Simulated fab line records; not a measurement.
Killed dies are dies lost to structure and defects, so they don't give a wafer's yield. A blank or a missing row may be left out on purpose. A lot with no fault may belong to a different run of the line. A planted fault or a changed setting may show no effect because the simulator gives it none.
Matching of chambers ; flow n5 finfet ; 4 sister chambers for N5_BEOL_M0_SAQP_ETCH_106 on rie diel-04
The step etches SOC in N2/H2, stops on SiNx, target depth 150 nm. 4 wafers are shown with their chamber, then 9 later ones without.

== WAFERS WITH THEIR CHAMBER ==
wafer;chamber;throttle valve pct (%)
L079.5;2;18.33
L084.5;1;17.88
L085.4;3;18.13
L085.6;0;17.85

== WAFERS WHOSE CHAMBER IS MISSING ==
wafer;throttle valve pct (%)
L087.2;17.84
L087.4;17.83
L087.5;17.83
L090.3;17.83
L090.5;18.16
L090.6;17.84
L094.1;17.84
L094.4;17.85
L094.5;18.17

== WHICH CHAMBER EACH WENT THROUGH ==
wafer;from the rows above;in truth
L087.2;can't be placed: 0 or 1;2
L087.4;can't be placed: 0 or 1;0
L087.5;can't be placed: 0 or 1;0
L090.3;can't be placed: 0 or 1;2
L090.5;3;3
L090.6;can't be placed: 0 or 1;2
L094.1;can't be placed: 0 or 1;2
L094.4;can't be placed: 0 or 1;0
L094.5;3;3
Correctly placed: 2 of 9. Cannot be placed on the basis of these rows: 7; the candidates contain the true chamber in 3. Number placed wrongly: 0.
How it was worked out, from the rows above alone: a wafer's distance from a chamber is the root of the sum, over the readings, of the square of ((its reading less the chamber's mean) divided by the reading's scatter). The wafer belongs to the nearest chamber; if the next one is less than 2 further off, it can't be placed. A chamber's mean is the mean of its shown wafers. The scatter: with one shown wafer a chamber, the root of the mean of the squares of how far each hidden wafer lies from its nearest shown one.
